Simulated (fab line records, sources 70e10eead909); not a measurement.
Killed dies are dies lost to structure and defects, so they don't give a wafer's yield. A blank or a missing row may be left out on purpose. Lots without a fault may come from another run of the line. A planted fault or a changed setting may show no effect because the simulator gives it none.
Which tool did it? | flow nand_harc | 12 lots, 36 wafers sampled, at 5 steps of a route of 1159

WHAT THE GAUGES READ, wafer by wafer
NHARC_P_ZERO_WELL_CD_MEAS_24: target cd 720 nm. Usual: cd_nm 720.3 nm, standard deviation 2.1.
lot  | measured    | on        | cd_nm (nm)        | flag
L803 | day 2 02:34 | cd_sem-02 | 714.7 721.0 721.2 |
L804 | day 2 08:31 | cd_sem-03 | 722.0 718.3 717.2 |
L806 | day 2 20:30 | cd_sem-01 | 721.3 718.5 721.4 |
L807 | day 3 02:28 | cd_sem-03 | 723.3 720.1 720.4 |
L809 | day 3 14:28 | cd_sem-03 | 720.3 720.3 717.3 |
L810 | day 3 20:28 | cd_sem-03 | 721.4 720.0 723.3 |
L811 | day 4 02:28 | cd_sem-03 | 719.9 719.9 719.5 |
L812 | day 4 08:35 | cd_sem-01 | 721.1 722.0 721.5 |
L814 | day 4 20:21 | cd_sem-01 | 721.0 720.7 721.9 |
L815 | day 5 02:35 | cd_sem-03 | 719.3 722.0 719.6 |
L818 | day 5 20:32 | cd_sem-02 | 718.8 724.7 721.7 |
L820 | day 6 08:27 | cd_sem-03 | 723.9 719.7 721.1 |

NHARC_END_SORT_01. Usual: killed_at_array 29, standard deviation 10; killed_at_other 0.7, standard deviation 1.1; killed_at_periphery 3.3, standard deviation 2.4; killed_dies 33, standard deviation 11; killed_open 3.3, standard deviation 2; killed_short 1.9, standard deviation 1.3.
lot  | measured     | on        | killed_at_array | killed_at_other | killed_at_periphery | killed_dies | killed_open | killed_short | flag
L818 | day 24 15:56 | prober-02 | 28 25 38        | 0 1 2           | 3 4 3               | 31 30 43    | 4 7 8       | 2 3 6        |

WHICH TOOL RAN EACH LOT (tool, then ch and the chambers of the sampled wafers, then the start)
lot  | NHARC_P_ZERO_WELL_DESCUM_39       | NHARC_P_GATE_HM_DEP_102                                       | NHARC_P_GATE_HM_OPEN_105
L803 | rie_diel-09 ch 0,2,3, day 2 04:15 | acl_dep-03 ch 0, day 5 10:07                                  | rie_diel-01 ch 1,2,3, no start
L804 | rie_diel-10 ch 0,1, day 2 10:13   | acl_dep-01 ch 0, day 5 09:59                                  | rie_diel-06 ch 0,1, no start
L806 | rie_diel-04 ch 0,1,2, day 2 22:19 | acl_dep-02 ch 0, day 5 15:55                                  | rie_diel-13 ch 1,3, no start
L807 | rie_diel-04 ch 0,1,2, day 3 04:19 | acl_dep-03 ch 0, day 6 07:58                                  | rie_diel-13 ch 0,1,2, no start
L809 | rie_diel-09 ch 0,2,3, day 3 16:17 | acl_dep-02 ch 0, day 6 21:07                                  | rie_diel-13 ch 2,3, no start
L810 | rie_diel-04 ch 0,2, day 3 22:08   | acl_dep-03 ch 0, day 7 03:22                                  | rie_diel-06 ch 1,2,3, no start
L811 | rie_diel-09 ch 1,2, day 4 04:17   | acl_dep-02 ch 0, day 7 03:22                                  | rie_diel-06 ch 2,3, no start
L812 | rie_diel-04 ch 2,3, day 4 10:25   | acl_dep-01 ch 0, day 7 22:08                                  | rie_diel-13 ch 2,3, no start
L814 | rie_diel-09 ch 0,1,3, day 4 22:09 | acl_dep-03 ch 0, day 7 21:10                                  | rie_diel-13 ch 0,2,3, no start
L815 | rie_diel-10 ch 0,1,2, day 5 04:23 | acl_dep-03 ch 0, day 7 21:49                                  | rie_diel-06 ch 1,2,3, no start
L818 | rie_diel-10 ch 0,2,3, day 5 22:14 | acl_dep-03 ch 0, day 9 02:42                                  | rie_diel-06 ch 1,2,3, day 24 15:56 or earlier
L820 | rie_diel-04 ch 0,1,2, day 6 10:17 | acl_dep-01 ch 0, day 9 09:20 and acl_dep-03 ch 0, day 9 10:31 | rie_diel-06 ch 2,3, no start
- NHARC_P_ZERO_WELL_DESCUM_39: chemistry O2, time 3 s.
- NHARC_P_GATE_HM_DEP_102: deposits aC, target thk 120 nm.
- NHARC_P_GATE_HM_OPEN_105: chemistry O2/COS, target depth 360 nm.

WHAT THE TOOLS THEMSELVES READ (means of the sampled wafers that have a number; where no wafer has one, the mark that the record gives instead)
NHARC_P_ZERO_WELL_DESCUM_39. Usual: drypump_motor_current_A 6.0 A, standard deviation 0.41; mfc_ar_sccm 0.009 sccm, standard deviation 0.012; oes_product_au 1.002 a.u., standard deviation 0.012; rf_vpp_V 58.0 V, standard deviation 0.9; showerhead_plenum_p_Torr 1.94 Torr, standard deviation 0.053; throttle_valve_pct 11.312 %, standard deviation 0.0093.
lot  | tool        | drypump_motor_current_A (A) | mfc_ar_sccm (sccm) | oes_product_au (a.u.) | rf_vpp_V (V) | showerhead_plenum_p_Torr (Torr) | throttle_valve_pct (%) | flag
L803 | rie_diel-09 | 5.5                         | 0.002              | 0.994                 | 58.0         | 1.97                            | 11.317                 |
L804 | rie_diel-10 | 5.7                         | 0.001              | 1.011                 | 58.1         | 1.97                            | 11.310                 |
L806 | rie_diel-04 | 6.1                         | 0.007              | 0.993                 | 57.7         | 1.90                            | 11.311                 |
L807 | rie_diel-04 | 6.1                         | 0.007              | 1.000                 | 57.3         | 1.90                            | 11.309                 |
L809 | rie_diel-09 | 5.5                         | 0.002              | 0.997                 | 59.4         | 1.97                            | 11.305                 |
L810 | rie_diel-04 | 6.3                         | 0.015              | 0.990                 | 57.7         | 1.90                            | 11.316                 |
L811 | rie_diel-09 | 5.9                         | 0.015              | 0.998                 | 57.5         | 1.92                            | 11.317                 |
L812 | rie_diel-04 | 6.4                         | 0.032              | 0.982                 | 57.4         | 1.92                            | 11.314                 |
L814 | rie_diel-09 | 5.9                         | 0.010              | 1.003                 | 58.0         | 1.96                            | 11.301                 |
L815 | rie_diel-10 | 5.8                         | 0.001              | 1.004                 | 57.5         | 1.96                            | 11.307                 |
L818 | rie_diel-10 | 6.1                         | 0.004              | 1.017                 | 58.6         | 1.98                            | 11.307                 |
L820 | rie_diel-04 | 6.1                         | 0.007              | 1.005                 | 57.9         | 1.90                            | 11.314                 |

NHARC_P_GATE_HM_DEP_102. Usual: throttle_valve_pct 35.001 %, standard deviation 0.01.
lot  | tool                  | throttle_valve_pct (%) | flag
L803 | acl_dep-03            | 34.989                 |
L804 | acl_dep-01            | 35.009                 |
L806 | acl_dep-02            | 35.016                 |
L807 | acl_dep-03            | 35.006                 |
L809 | acl_dep-02            | 35.003                 |
L810 | acl_dep-03            | 34.998                 |
L811 | acl_dep-02            | 35.004                 |
L812 | acl_dep-01            | 34.990                 |
L814 | acl_dep-03            | 35.012                 |
L815 | acl_dep-03            | 34.998                 |
L818 | acl_dep-03            | 35.001                 |
L820 | acl_dep-01/acl_dep-03 | 34.998                 |

NHARC_P_GATE_HM_OPEN_105. Usual: bias_w 300.0 W, standard deviation 0.95; drypump_motor_current_A 5.7 A, standard deviation 0.39; mfc_ar_sccm 0.007 sccm, standard deviation 0.0095; oes_product_au 0.998 a.u., standard deviation 0.015; rf_vpp_V 467.5 V, standard deviation 2.2; showerhead_plenum_p_Torr 3.14 Torr, standard deviation 0.095; throttle_valve_pct 28.331 %, standard deviation 0.0092.
lot  | tool        | bias_w (W) | drypump_motor_current_A (A) | mfc_ar_sccm (sccm) | oes_product_au (a.u.) | rf_vpp_V (V) | showerhead_plenum_p_Torr (Torr) | throttle_valve_pct (%) | flag
L803 | rie_diel-01 | 299.4      | 5.6                         | 0.000              | 1.019                 | 469.9        | 3.20                            | 28.331                 |
L804 | rie_diel-06 | 300.3      | 5.3                         | 0.000              | 0.984                 | 466.7        | 3.13                            | 28.323                 |
L806 | rie_diel-13 | 300.9      | 5.7                         | 0.013              | 1.006                 | 469.9        | 3.24                            | 28.327                 |
L807 | rie_diel-13 | 299.4      | 5.7                         | 0.014              | 0.998                 | 467.6        | 3.10                            | 28.337                 |
L809 | rie_diel-13 | 300.7      | 5.8                         | 0.014              | 0.996                 | 466.7        | 3.13                            | 28.329                 |
L810 | rie_diel-06 | 298.9      | 5.8                         | 0.006              | 0.987                 | 466.1        | 3.10                            | 28.323                 |
L811 | rie_diel-06 | 299.1      | 6.2                         | 0.006              | 0.990                 | 465.7        | 3.10                            | 28.325                 |
L812 | rie_diel-13 | 299.9      | 5.8                         | 0.014              | 1.008                 | 468.1        | 3.13                            | 28.323                 |
L814 | rie_diel-13 | 301.0      | 5.8                         | 0.007              | 1.002                 | 465.3        | 3.07                            | 28.341                 |
L815 | rie_diel-06 | 300.1      | 5.8                         | 0.006              | 0.987                 | 466.7        | 3.10                            | 28.331                 |
L818 | rie_diel-06 | 300.0      | 5.8                         | 0.006              | 0.991                 | 466.2        | 3.10                            | 28.323                 |
L820 | rie_diel-06 | 301.0      | 6.2                         | 0.006              | 0.988                 | 466.7        | 3.09                            | 28.332                 |

THE ANSWER, worked out from the rows above alone
Rule: a lot is off if the mean of its wafers that have a number lies more than 3 standard deviations from the usual mean. A lot without any number at a reading at which 4 lots or more have one is off too. The other lots that the step has rows for count as sound. The gauges are gone through in route order, then the tools' own readings, and for those a lot's mean is taken as printed above. The first step at which some lot is off is used, and at that step the reading that is off furthest; a lot without a number counts as furthest.
No lot is off at any reading shown: from this, nothing can be told.

WHAT THE SIMULATOR HAD PUT IN
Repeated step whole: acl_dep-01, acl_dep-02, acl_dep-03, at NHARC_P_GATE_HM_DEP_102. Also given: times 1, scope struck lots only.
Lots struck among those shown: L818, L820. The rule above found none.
